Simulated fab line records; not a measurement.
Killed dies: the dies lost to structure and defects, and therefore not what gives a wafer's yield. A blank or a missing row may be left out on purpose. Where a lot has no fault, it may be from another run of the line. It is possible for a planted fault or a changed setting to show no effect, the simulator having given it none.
Which tool did it? | flow nandHarc | Sampling: 13 lots, 39 wafers, 4 of 1302 route steps

## WHAT THE GAUGES READ, wafer by wafer
NHARC_END_SORT_01.
lot  | measured     | on        | killedAtArray | killedAtOther | killedAtPeriphery | killedDies  | killedOpen | killedShort
L630 | day 29 20:06 | prober-01 | 120 137 129   | 2 0 0         | 3 4 7             | 125 141 136 | 3 3 3      | 4 4 4

## WHAT TOOL EACH LOT RAN ON (gives the tool, then ch and the chambers of the sampled wafers, and finally the start)
lot  | NHARC_A_ONON_D1_DEP_16          | NHARC_THIN_TSV_DEP_43           | NHARC_THIN_TSV_PRE_CLEAN_50
L615 | pecvdOnon-01 ch 0, day 7 21:57  | pecvd-04 ch 1,2, day 22 22:59   | pvdSputter-01, no start
L616 | pecvdOnon-01 ch 0, day 8 14:15  | pecvd-04 ch 1,2, day 24 08:56   | pvdSputter-01, no start
L617 | pecvdOnon-02 ch 0, day 8 14:19  | pecvd-01 ch 1,2, day 24 06:34   | pvdSputter-01, no start
L618 | pecvdOnon-01 ch 0, day 9 07:09  | pecvd-02 ch 0,1,2, day 24 07:46 | pvdSputter-03, no start
L619 | pecvdOnon-01 ch 0, day 9 17:35  | pecvd-01 ch 0,1,2, day 25 05:48 | pvdSputter-02, no start
L620 | pecvdOnon-02 ch 0, day 10 11:34 | pecvd-04 ch 0,2, day 25 04:43   | pvdSputter-02, no start
L621 | pecvdOnon-01 ch 0, day 10 19:40 | pecvd-04 ch 0,1,2, day 26 00:26 | pvdSputter-03, no start
L622 | pecvdOnon-01 ch 0, day 11 09:31 | pecvd-02 ch 0,2, day 26 21:58   | pvdSputter-02, no start
L623 | pecvdOnon-02 ch 0, day 11 09:35 | pecvd-04 ch 0,2, day 26 20:43   | pvdSputter-01, no start
L625 | pecvdOnon-04 ch 0, day 12 15:18 | pecvd-01 ch 1,2, day 27 22:22   | pvdSputter-03, no start
L626 | pecvdOnon-02 ch 0, day 12 15:26 | pecvd-04 ch 0,2, day 28 03:31   | pvdSputter-01, no start
L627 | pecvdOnon-01 ch 0, day 12 23:31 | pecvd-02 ch 1,2, day 27 23:32   | pvdSputter-01, no start
L630 | pecvdOnon-02 ch 0, day 14 06:49 | pecvd-02 ch 0,1,2, day 29 03:31 | pvdSputter-02, day 29 20:06 or earlier
- NHARC_A_ONON_D1_DEP_16: target thk 1000 nm.
- NHARC_THIN_TSV_DEP_43: deposits SiO2, target thk 1328.5 nm.
- NHARC_THIN_TSV_PRE_CLEAN_50: time 30 s.

## WHAT THE TOOLS THEMSELVES READ (means of the sampled wafers that have a number; where no wafer has one, the mark that the record gives instead)
NHARC_THIN_TSV_DEP_43.
lot  | tool     | throttleValvePct (%)
L615 | pecvd-04 | 16.5
L616 | pecvd-04 | 16.7
L617 | pecvd-01 | 15.6
L618 | pecvd-02 | 16.1
L619 | pecvd-01 | 15.6
L620 | pecvd-04 | 16.5
L621 | pecvd-04 | 16.1
L622 | pecvd-02 | 15.8
L623 | pecvd-04 | 16.7
L625 | pecvd-01 | 16.0
L626 | pecvd-04 | 16.3
L627 | pecvd-02 | 15.7
L630 | pecvd-02 | 15.7

NHARC_THIN_TSV_PRE_CLEAN_50.
lot  | tool          | heaterPowerW (W)
L615 | pvdSputter-01 | 400
L616 | pvdSputter-01 | 396
L617 | pvdSputter-01 | 391
L618 | pvdSputter-03 | 372
L619 | pvdSputter-02 | 399
L620 | pvdSputter-02 | 380
L621 | pvdSputter-03 | 384
L622 | pvdSputter-02 | 403
L623 | pvdSputter-01 | 399
L625 | pvdSputter-03 | 356
L626 | pvdSputter-01 | 393
L627 | pvdSputter-01 | 393
L630 | pvdSputter-02 | 378

## THE ANSWER, worked out from the rows above alone
Rule: what is usual is taken from the lots themselves. The widest of any qualifying gaps counts: lots, ordered by their means at a reading, are off when they make up no more than a third of the lots, leave a main group of 4 or more, and stand apart from it by 3 or more times the standard deviation of that group's means. If all means in a main group match to the digits the tables above print for the reading, that group is not used. Also off: a lot with no number at a reading for which 4 or more lots have one. The other lots that the step has rows for count as sound. The gauges are gone through in route order, then the tools' own readings, and for those a lot's mean is taken as printed above. At the first step where some lot is off, the reading lying furthest off is the one used; lots without a number count as furthest.
None of the lots is off at any reading shown; this tells nothing.

## WHAT HAD BEEN PUT IN BY THE SIMULATOR
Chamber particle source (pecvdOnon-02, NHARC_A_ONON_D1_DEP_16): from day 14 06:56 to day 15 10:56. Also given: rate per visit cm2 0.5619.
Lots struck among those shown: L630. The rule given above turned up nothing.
